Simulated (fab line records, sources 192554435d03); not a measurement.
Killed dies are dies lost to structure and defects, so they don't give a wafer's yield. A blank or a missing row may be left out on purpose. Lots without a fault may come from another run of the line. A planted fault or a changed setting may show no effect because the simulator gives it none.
Chamber matching | flow n5_finfet | N5_BEOL_M8_STRIP_67 on rie_diel-06: 4 sister chambers
The step strips in CF4. 22 wafers are shown with their chamber, then 11 later ones without.

WAFERS WITH THEIR CHAMBER
wafer  | chamber | showerhead_plenum_p_Torr (Torr) | drypump_motor_current_A (A) | throttle_valve_pct (%)
L074.1 | 2       | 1.91                            | 6.4                         | 13.41
L074.4 | 2       | 1.91                            | 6.4                         | 13.42
L074.5 | 0       | 1.76                            | 4.8                         | 13.45
L075.3 | 3       | 1.77                            | 5.6                         | 13.13
L075.4 | 3       | 1.77                            | 5.6                         | 13.13
L075.6 | 2       | 1.91                            | 6.4                         | 13.41
L080.2 | 1       | 1.81                            | 5.5                         | 13.35
L080.3 | 3       | 1.76                            | 5.7                         | 13.16
L080.5 | 2       | 1.91                            | 6.4                         | 13.46
L082.1 | 3       | 1.76                            | 5.7                         | 13.18
L082.2 | 1       | 1.81                            | 5.6                         | 13.37
L082.3 | 2       | 1.91                            | 6.4                         | 13.44
L083.4 | 1       | 1.81                            | 5.6                         | 13.38
L083.5 | 3       | 1.76                            | 5.7                         | 13.18
L083.6 | 2       | 1.91                            | 6.4                         | 13.45
L085.4 | 3       | 1.76                            | 5.7                         | 13.18
L085.5 | 3       | 1.76                            | 5.6                         | 13.19
L085.6 | 0       | 1.76                            | 4.8                         | 13.49
L086.2 | 0       | 1.76                            | 4.8                         | 13.50
L086.4 | 1       | 1.81                            | 5.5                         | 13.39
L086.5 | 3       | 1.76                            | 5.7                         | 13.20
L088.1 | 2       | 1.90                            | 6.4                         | 13.48

SIGNATURES (means of the wafers above)
reading                  | chamber 0 | chamber 1 | chamber 2 | chamber 3 | scatter within a chamber
showerhead_plenum_p_Torr | 1.7600    | 1.8100    | 1.9086    | 1.7625    | 0.00362
drypump_motor_current_A  | 4.800     | 5.550     | 6.400     | 5.662     | 0.04
throttle_valve_pct       | 13.4800   | 13.3725   | 13.4386   | 13.1687   | 0.0252
Rule: a wafer's distance from a chamber is the root of the sum, over the readings, of the square of ((its reading less the chamber's mean) divided by the reading's scatter). The wafer belongs to the nearest chamber; if the next one is less than 2 further off, it can't be placed. The scatter: the root of (the sum of the squares of (reading less its chamber's mean) over the shown wafers, divided by (wafers less chambers)).

WAFERS WITHOUT THEIR CHAMBER
wafer  | showerhead_plenum_p_Torr (Torr) | drypump_motor_current_A (A) | throttle_valve_pct (%)
L088.3 | 1.80                            | 5.5                         | 13.37
L088.4 | 1.76                            | 5.7                         | 13.20
L090.3 | 1.75                            | 4.8                         | 13.53
L090.4 | 1.90                            | 6.4                         | 13.49
L090.6 | 1.75                            | 4.8                         | 13.50
L089.3 | 1.90                            | 6.4                         | 13.47
L089.4 | 1.80                            | 5.5                         | 13.40
L089.5 | 1.90                            | 6.4                         | 13.50
L097.1 | 1.90                            | 6.4                         | 13.52
L097.2 | 1.80                            | 5.5                         | 13.45
L097.4 | 1.75                            | 5.7                         | 13.24

WHICH CHAMBER EACH WENT THROUGH
wafer  | from the rows above | in truth
L088.3 | 1                   | 1
L088.4 | 3                   | 3
L090.3 | 0                   | 0
L090.4 | 2                   | 2
L090.6 | 0                   | 0
L089.3 | 2                   | 2
L089.4 | 1                   | 1
L089.5 | 2                   | 2
L097.1 | 2                   | 2
L097.2 | 1                   | 1
L097.4 | 3                   | 3
Placed correctly: 11 of 11. Can't be placed from these rows: 0. Placed wrongly: 0.
